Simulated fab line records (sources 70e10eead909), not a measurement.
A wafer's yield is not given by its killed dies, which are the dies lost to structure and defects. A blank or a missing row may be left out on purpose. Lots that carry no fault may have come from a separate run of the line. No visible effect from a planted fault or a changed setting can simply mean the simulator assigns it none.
Chamber matching ; flow nand harc ; pecvd-04 running NHARC_A_STAIRCASE_DEP_151: 3 sister chambers
The step deposits SiO2, target thk 7200 nm. 18 wafers are shown with their chamber, then 9 later ones without.

## WAFERS WITH THEIR CHAMBER
wafer;chamber;heater power w (W)
L075.1;0;748
L075.5;1;598
L075.6;0;685
L078.1;1;676
L078.2;2;685
L078.6;2;561
L081.1;1;739
L081.5;0;743
L081.6;1;578
L084.1;0;847
L084.2;1;626
L084.6;2;581
L086.2;2;597
L086.4;1;598
L086.6;0;724
L087.1;1;685
L087.2;2;655
L087.3;0;803

SIGNATURES (means of the wafers above)
reading;chamber 0;chamber 1;chamber 2;scatter within a chamber
heater power w;758.33;642.86;615.80;56.7
Rule: for a wafer and a chamber, the distance is found by dividing, reading by reading, the gap between the wafer's reading and the chamber's mean by the reading's scatter, squaring, summing and taking the root. The wafer belongs to the nearest chamber; if the next one is less than 2 further off, it can't be placed. The scatter is the square root of a quotient: the sum, over the shown wafers, of each reading's squared deviation from its chamber's mean, divided by wafers minus chambers.

## WAFERS WITH NO CHAMBER GIVEN
wafer;heater power w (W)
L091.1;584
L091.4;571
L091.5;583
L093.2;872
L093.4;743
L093.6;570
L097.2;668
L097.4;575
L097.6;578

## WHICH CHAMBER EACH ONE RAN IN
wafer;from the rows above;in truth
L091.1;can't be placed: 2 or 1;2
L091.4;can't be placed: 2 or 1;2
L091.5;can't be placed: 2 or 1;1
L093.2;0;0
L093.4;can't be placed: 0 or 1 or 2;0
L093.6;can't be placed: 2 or 1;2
L097.2;can't be placed: 1 or 2 or 0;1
L097.4;can't be placed: 2 or 1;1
L097.6;can't be placed: 2 or 1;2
Correct placement for 1 of the 9. Can't be placed from these rows: 8 (the true chamber is among the candidates in 8). Number placed wrongly: 0.
